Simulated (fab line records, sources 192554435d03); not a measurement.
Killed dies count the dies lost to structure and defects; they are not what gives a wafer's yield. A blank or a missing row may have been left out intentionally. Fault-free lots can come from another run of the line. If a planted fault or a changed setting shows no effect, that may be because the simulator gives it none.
Which tool was responsible? / flow n5 finfet / 9 lots (27 wafers sampled), 1 step of a 1938-step route

WHAT THE GAUGES SHOWED, per wafer
N5_BEOL_M7_INSPECT_13: inspects for defects (brightfield).
lot=L404; measured=day 10 20:51; on=defect inspect-01; raw defect count=409 465 331
lot=L406; measured=day 11 07:09; on=defect inspect-01; raw defect count=345 359 292
lot=L410; measured=day 11 08:06; on=defect inspect-02; raw defect count=555 420 427
lot=L408; measured=day 12 02:41; on=defect inspect-02; raw defect count=552 570 409
lot=L416; measured=day 14 22:13; on=defect inspect-01; raw defect count=334 264 392
lot=L417; measured=day 15 04:47; on=defect inspect-02; raw defect count=388 474 533
lot=L422; measured=day 15 22:56; on=defect inspect-02; raw defect count=230 325 355
lot=L419; measured=day 16 09:56; on=defect inspect-01; raw defect count=283 244 285
lot=L424; measured=day 17 04:04; on=defect inspect-01; raw defect count=356 348 440

WHAT TOOL EACH LOT RAN ON (gives the tool, then ch and the chambers of the sampled wafers, and finally the start)
There is no process step in the record ahead of these readings.

THE ANSWER, worked out from the rows above alone
Rule: the lots themselves supply what counts as usual. Put in order of their means at a reading, lots are off if they are a third of the lots or fewer, leave a main group of 4 or more, and stand apart from it by a gap of 3 or more times the standard deviation of the main group's means; of several such gaps the widest counts. If all means in a main group match to the digits the tables above print for the reading, that group is not used. A lot without any number at a reading at which 4 lots or more have one is off too. Any other lot the step has rows for is counted as sound.
Across all readings shown, no lot is off: no conclusion can be drawn from this.

WHAT HAD BEEN PUT IN BY THE SIMULATOR
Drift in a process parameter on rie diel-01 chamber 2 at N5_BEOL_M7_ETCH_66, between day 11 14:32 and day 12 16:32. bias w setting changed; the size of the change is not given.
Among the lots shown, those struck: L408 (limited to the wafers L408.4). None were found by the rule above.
